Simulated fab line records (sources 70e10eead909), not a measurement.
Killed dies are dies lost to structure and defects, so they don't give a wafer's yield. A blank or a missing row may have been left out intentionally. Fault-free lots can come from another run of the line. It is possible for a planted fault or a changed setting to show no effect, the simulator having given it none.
Struck lot and sound lot, side by side -- flow nand-harc -- 14 steps out of a route of 1302
Sound: the wafers L451.2, L451.3, L451.4. Struck: wafers L462.3, L462.6 (left out: L462.1, a lot-mate that was not struck); the cause follows at the end.
For every step that has rows: the tool of each side, followed by ch and its chambers, followed by its first start. Under that, the readings that differ: sound wafers -- struck wafers -- difference of the means -- sigmas: that difference in standard deviations of wafers without a fault.
alike: a reading whose means differ by less than 2 such deviations, as well as words and numbers matching on both sides. not compared: withheld readings; readings where some wafer has no value; bounds like >300 that might hide an equal value; numbers whose values overlap and for which the record gives no deviation.
The two part at a step that has a row with sigmas, a row that says differs or no value, or rows on one side only. Numbers that have no deviation but don't overlap get no sigmas and don't part them. A reading that every wafer of one side lacks parts them only if that side has two wafers or more.

NHARC_A_CONTACT_ETCH_139: etches the open film in C4F8/O2/Ar, time 195 s, target depth 840 nm.
  sound on har-cap-etch-02 ch 0,1, day 26 02:42; struck on har-cap-etch-01 ch 0, day 29 22:52
  not compared: rf-hours-counter-h
then, 1 step without rows for these wafers: NHARC_A_CONTACT_ETCH_92 (etches the open film in CH3F/O2, target depth 40 nm, time 85.7 s).
NHARC_A_CONTACT_ETCH_98: etches the open film in C4F6/O2, target depth 20 nm, time 10 s.
  sound on rie-diel-04 ch 2,3, day 26 03:23; struck on rie-diel-08 ch 1
  alike: c4f6-flow-sccm, drypump-motor-current-A, mfc-ar-sccm, oes-product-au, rf-vpp-V, showerhead-plenum-p-Torr, throttle-valve-pct
  not compared: rf-hours-counter-h
NHARC_A_CONTACT_CD_MEAS_15:
  struck on cd-sem-02, day 29 23:37; sound on cd-sem-02, day 26 03:28
  alike: cd-nm
then, 3 steps without rows for these wafers: NHARC_A_CONTACT_STRIP_107 (strips in N2/H2); NHARC_A_CONTACT_STRIP_108 (strips in CF4/CHF3); NHARC_A_CONTACT_STRIP_109 (strips in O2/COS).
NHARC_A_CONTACT_ETCH_110: etches the open film in CF4/O2, target depth 60 nm, overetch 6 nm, time 33 s.
  sound on rie-diel-08 ch 1,2,3, day 26 03:50; struck on rie-diel-04 ch 1,3, day 29 23:54
  alike: drypump-motor-current-A, mfc-ar-sccm, oes-product-au, rf-vpp-V, showerhead-plenum-p-Torr, throttle-valve-pct
  not compared: rf-hours-counter-h
then, 2 steps without rows for these wafers: NHARC_A_CONTACT_STRIP_26 (strips in O2); NHARC_A_CONTACT_STRIP_27 (strips in post etch residue remover, time 600 s).
NHARC_A_CONTACT_ALD_18: deposits TiN, target thk 3 nm, pulse time 1 s, ald cycles 150.
  sound on ald-metal-03 ch 0,2,3, day 26 04:37; struck on ald-metal-04 ch 1,3, day 30 00:33
  alike: heater-power-w, precursor-pulse-height-rel
NHARC_A_CONTACT_CVD_19: deposits W, target thk 300 nm, time 802 s.
  sound: cvd-w-01 ch 1; struck: cvd-w-02 ch 0,1
  alike: heater-power-w, mfc-ar-sccm, mfc-wf6-sccm, throttle-valve-pct
NHARC_A_CONTACT_CMP_20: polishes, t overpolish 30 s, target thk 300 nm.
  sound on cmp-03 ch 0,1,3, day 26 06:25; struck on cmp-03 ch 2, day 30 01:40
reading,sound,struck,difference,sigmas
motor-current-A (A),12.5 12.3 13.8,9.8 10.9,-2.5,-2
time-to-endpoint-s (s),56.6 59.3 60.4,35.5 35.9,-23.1,-9
  alike: overpolish-run-s, slurry-flow-ml-min
then, 1 step without rows for these wafers: NHARC_END_SORT_01.

WHERE THEY PART
Only at NHARC_A_CONTACT_CMP_20, within this record.

WHY: whatever the simulator had introduced
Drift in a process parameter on cmp-03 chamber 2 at NHARC_A_CONTACT_CMP_20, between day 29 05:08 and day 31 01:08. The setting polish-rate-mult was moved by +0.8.
